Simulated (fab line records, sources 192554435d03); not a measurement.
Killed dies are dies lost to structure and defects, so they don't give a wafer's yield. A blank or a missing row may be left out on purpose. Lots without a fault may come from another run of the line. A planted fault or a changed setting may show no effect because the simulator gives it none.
Chamber matching | flow n5_finfet | N5_BEOL_M12_VIA_ETCH_16 on rie_diel-06: 4 sister chambers
The step etches SiOC in C4F8/O2/Ar, target depth 724.8 nm. 14 wafers are shown with their chamber, then 7 later ones without.

WAFERS WITH THEIR CHAMBER
wafer  | chamber | showerhead_plenum_p_Torr (Torr) | oes_product_au (a.u.) | rf_vpp_V (V)
L363.3 | 3       | 3.48                            | 0.62                  | 668
L363.5 | 1       | 3.35                            | 0.86                  | 662
L363.6 | 0       | 3.59                            | 0.78                  | 671
L365.3 | 0       | 3.59                            | 0.76                  | 670
L365.4 | 2       | 3.26                            | 0.61                  | 660
L365.5 | 2       | 3.25                            | 0.61                  | 659
L366.2 | 1       | 3.35                            | 0.83                  | 664
L366.3 | 0       | 3.59                            | 0.78                  | 670
L366.6 | 0       | 3.59                            | 0.77                  | 670
L367.2 | 1       | 3.35                            | 0.82                  | 664
L367.5 | 3       | 3.48                            | 0.62                  | 667
L367.6 | 0       | 3.59                            | 0.77                  | 670
L369.1 | 1       | 3.34                            | 0.80                  | 665
L369.3 | 3       | 3.47                            | 0.61                  | 668

SIGNATURES (means of the wafers above)
reading                  | chamber 0 | chamber 1 | chamber 2 | chamber 3 | scatter within a chamber
showerhead_plenum_p_Torr | 3.5900    | 3.3475    | 3.2550    | 3.4767    | 0.00438
oes_product_au           | 0.7720    | 0.8275    | 0.6100    | 0.6167    | 0.0149
rf_vpp_V                 | 670.20    | 663.75    | 659.50    | 667.67    | 0.82
Rule: a wafer's distance from a chamber is the root of the sum, over the readings, of the square of ((its reading less the chamber's mean) divided by the reading's scatter). The wafer belongs to the nearest chamber; if the next one is less than 2 further off, it can't be placed. The scatter: the root of (the sum of the squares of (reading less its chamber's mean) over the shown wafers, divided by (wafers less chambers)).

WAFERS WITHOUT THEIR CHAMBER
wafer  | showerhead_plenum_p_Torr (Torr) | oes_product_au (a.u.) | rf_vpp_V (V)
L369.4 | 3.47                            | 0.61                  | 668
L380.3 | 3.64                            | 0.82                  | 671
L380.4 | 3.33                            | 0.76                  | 663
L380.6 | 3.57                            | 0.72                  | 671
L381.2 | 3.64                            | 0.81                  | 670
L381.3 | 3.33                            | 0.75                  | 663
L381.5 | 3.64                            | 0.81                  | 672

WHICH CHAMBER EACH WENT THROUGH
wafer  | from the rows above | in truth
L369.4 | 3                   | 3
L380.3 | 0                   | 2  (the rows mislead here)
L380.4 | 1                   | 1
L380.6 | 0                   | 0
L381.2 | 0                   | 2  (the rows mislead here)
L381.3 | 1                   | 1
L381.5 | 0                   | 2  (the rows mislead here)
Placed correctly: 4 of 7. Can't be placed from these rows: 0. Placed wrongly: 3.
